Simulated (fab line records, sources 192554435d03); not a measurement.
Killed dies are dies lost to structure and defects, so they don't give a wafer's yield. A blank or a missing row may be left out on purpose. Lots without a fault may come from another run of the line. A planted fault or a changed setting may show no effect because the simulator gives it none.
Which tool did it? | flow n5_finfet | 11 lots, 33 wafers sampled, at 5 steps of a route of 1938

WHAT THE GAUGES READ, wafer by wafer
The record holds no reading of a measuring or inspecting step that can be judged against a usual standard deviation.

WHICH TOOL RAN EACH LOT (tool, then ch and the chambers of the sampled wafers, then the start)
lot  | N5_BEOL_M0_SPUTTER_116       | N5_MIM_BOT_DEGAS_01          | N5_MIM_TOP_SPUTTER_03        | N5_MIM_BOT_ETCH_ETCH_00           | N5_PASSIVATION_PROBE_49
L180 | pvd_sputter-02, day 5 22:28  | pvd_sputter-03, day 11 23:11 | pvd_sputter-01, day 12 00:11 | rie_metal-01 ch 0,1, day 12 01:46 | -
L181 | pvd_sputter-01, day 6 06:39  | pvd_sputter-01, day 12 01:07 | pvd_sputter-03, day 12 03:52 | rie_metal-02 ch 0,1, day 12 05:41 | -
L182 | pvd_sputter-01, day 6 11:20  | pvd_sputter-01, day 12 04:01 | pvd_sputter-01, day 12 05:14 | rie_metal-01 ch 0,1, day 12 06:58 | -
L186 | pvd_sputter-02, day 7 08:05  | pvd_sputter-03, day 12 19:38 | pvd_sputter-03, day 12 20:16 | rie_metal-01 ch 0,1, day 12 21:51 | -
L187 | pvd_sputter-01, day 7 19:31  | pvd_sputter-01, day 13 13:43 | pvd_sputter-03, day 13 15:02 | rie_metal-02 ch 0,1, day 13 16:48 | -
L188 | pvd_sputter-03, day 8 01:10  | pvd_sputter-03, day 13 20:40 | pvd_sputter-01, day 13 23:08 | rie_metal-02 ch 0,1, day 14 02:48 | -
L192 | pvd_sputter-03, day 9 05:42  | pvd_sputter-01, day 14 20:56 | pvd_sputter-03, day 14 21:35 | rie_metal-02 ch 0,1, day 15 01:25 | prober-01, day 15 10:38
L193 | pvd_sputter-03, day 9 06:08  | pvd_sputter-02, day 15 04:10 | pvd_sputter-02, day 15 06:53 | rie_metal-03 ch 0,1, day 15 09:20 | prober-02, day 15 20:04
L194 | pvd_sputter-02, day 9 12:03  | pvd_sputter-01, day 15 01:19 | pvd_sputter-02, day 15 02:36 | rie_metal-03 ch 0,1, day 15 05:46 | -
L199 | pvd_sputter-01, day 10 18:41 | pvd_sputter-01, day 16 16:53 | pvd_sputter-01, day 16 17:36 | rie_metal-03 ch 1, day 16 19:19   | -
L201 | pvd_sputter-01, day 10 22:43 | pvd_sputter-03, day 17 09:07 | pvd_sputter-03, day 17 11:55 | rie_metal-03 ch 0,1, day 17 13:32 | prober-02, day 17 21:10
- N5_BEOL_M0_SPUTTER_116: material Cu, target thk 4 nm, time 7.37 s.
- N5_MIM_BOT_DEGAS_01: time 60 s.
- N5_MIM_TOP_SPUTTER_03: material TiN, target thk 35 nm, time 89.7 s.
- N5_MIM_BOT_ETCH_ETCH_00: etches TiN in Cl2/BCl3, target depth 45.5 nm.
- N5_PASSIVATION_PROBE_49

WHAT THE TOOLS THEMSELVES READ (means of the sampled wafers that have a number; where no wafer has one, the mark that the record gives instead)
N5_BEOL_M0_SPUTTER_116.
lot  | tool           | throttle_valve_pct (%)
L180 | pvd_sputter-02 | 30.8
L181 | pvd_sputter-01 | 29.8
L182 | pvd_sputter-01 | 30.1
L186 | pvd_sputter-02 | 29.7
L187 | pvd_sputter-01 | 30.0
L188 | pvd_sputter-03 | 30.3
L192 | pvd_sputter-03 | 30.3
L193 | pvd_sputter-03 | 31.0
L194 | pvd_sputter-02 | 29.7
L199 | pvd_sputter-01 | 30.6
L201 | pvd_sputter-01 | 30.2

N5_MIM_BOT_DEGAS_01.
lot  | tool           | heater_power_w (W)
L180 | pvd_sputter-03 | 501
L181 | pvd_sputter-01 | 451
L182 | pvd_sputter-01 | 468
L186 | pvd_sputter-03 | 528
L187 | pvd_sputter-01 | 458
L188 | pvd_sputter-03 | 504
L192 | pvd_sputter-01 | 402
L193 | pvd_sputter-02 | 454
L194 | pvd_sputter-01 | 408
L199 | pvd_sputter-01 | 452
L201 | pvd_sputter-03 | 537

N5_MIM_TOP_SPUTTER_03.
lot  | tool           | throttle_valve_pct (%)
L180 | pvd_sputter-01 | 30.9
L181 | pvd_sputter-03 | 30.4
L182 | pvd_sputter-01 | 30.1
L186 | pvd_sputter-03 | 30.1
L187 | pvd_sputter-03 | 29.3
L188 | pvd_sputter-01 | 30.9
L192 | pvd_sputter-03 | 30.4
L193 | pvd_sputter-02 | 30.4
L194 | pvd_sputter-02 | 29.7
L199 | pvd_sputter-01 | 29.8
L201 | pvd_sputter-03 | 30.3

N5_MIM_BOT_ETCH_ETCH_00.
lot  | tool         | bias_w (W) | drypump_motor_current_A (A) | mfc_ar_sccm (sccm) | oes_product_au (a.u.) | throttle_valve_pct (%)
L180 | rie_metal-01 | 126.1      | 5.6                         | 25.00              | 0.85                  | 21.94
L181 | rie_metal-02 | 125.9      | 6.1                         | 25.00              | 0.86                  | 22.15
L182 | rie_metal-01 | 126.3      | 5.6                         | 24.93              | 0.85                  | 21.93
L186 | rie_metal-01 | 125.9      | 5.5                         | 25.02              | 0.85                  | 21.94
L187 | rie_metal-02 | 126.1      | 6.1                         | 25.03              | 0.84                  | 22.16
L188 | rie_metal-02 | 125.8      | 6.1                         | 24.98              | 0.83                  | 22.18
L192 | rie_metal-02 | 125.9      | 6.2                         | 24.93              | 0.83                  | 22.20
L193 | rie_metal-03 | 125.6      | 5.1                         | 25.06              | 0.84                  | 21.82
L194 | rie_metal-03 | 125.8      | 5.2                         | 25.02              | 0.84                  | 21.75
L199 | rie_metal-03 | 126.1      | 4.9                         | 25.01              | 0.84                  | 21.90
L201 | rie_metal-03 | 126.0      | 5.1                         | 25.01              | 0.83                  | 21.84

N5_PASSIVATION_PROBE_49.
lot  | tool      | defect_limited_yield (%) | killed_at_M0_to_M3 | killed_at_M4_up | killed_at_contacts | killed_at_front_end | killed_at_other | killed_dies | killed_on_rim | killed_open | killed_short | sort_bin_5_function (%) | sort_bin_6_memory (%) | sort_n_pass | sort_yield_pct (%)
L192 | prober-01 | 83.0                     | 136                | 16              | 16                 | 29                  | 2               | 200         | 29            | 68          | 36           | 10.6                    | 3.3                   | 980         | 83.0
L193 | prober-02 | 82.2                     | 132                | 15              | 8                  | 44                  | 10              | 210         | 27            | 71          | 36           | 10.6                    | 4.2                   | 970         | 82.2
L201 | prober-02 | 92.3                     | 29                 | 13              | 19                 | 29                  | 1               | 91          | 10            | 47          | 42           | 4.7                     | 2.9                   | 1089        | 92.3

THE ANSWER, worked out from the rows above alone
Rule: what is usual is taken from the lots themselves. Put in order of their means at a reading, lots are off if they are a third of the lots or fewer, leave a main group of 4 or more, and stand apart from it by a gap of 3 or more times the standard deviation of the main group's means; of several such gaps the widest counts. A main group whose means are all the same, to the digits that the tables above print for the reading, isn't used. A lot without any number at a reading at which 4 lots or more have one is off too. The other lots that the step has rows for count as sound. The gauges are gone through in route order, then the tools' own readings, and for those a lot's mean is taken as printed above. The first step at which some lot is off is used, and at that step the reading that is off furthest; a lot without a number counts as furthest.
No lot is off at any reading shown: from this, nothing can be told.

WHAT THE SIMULATOR HAD PUT IN
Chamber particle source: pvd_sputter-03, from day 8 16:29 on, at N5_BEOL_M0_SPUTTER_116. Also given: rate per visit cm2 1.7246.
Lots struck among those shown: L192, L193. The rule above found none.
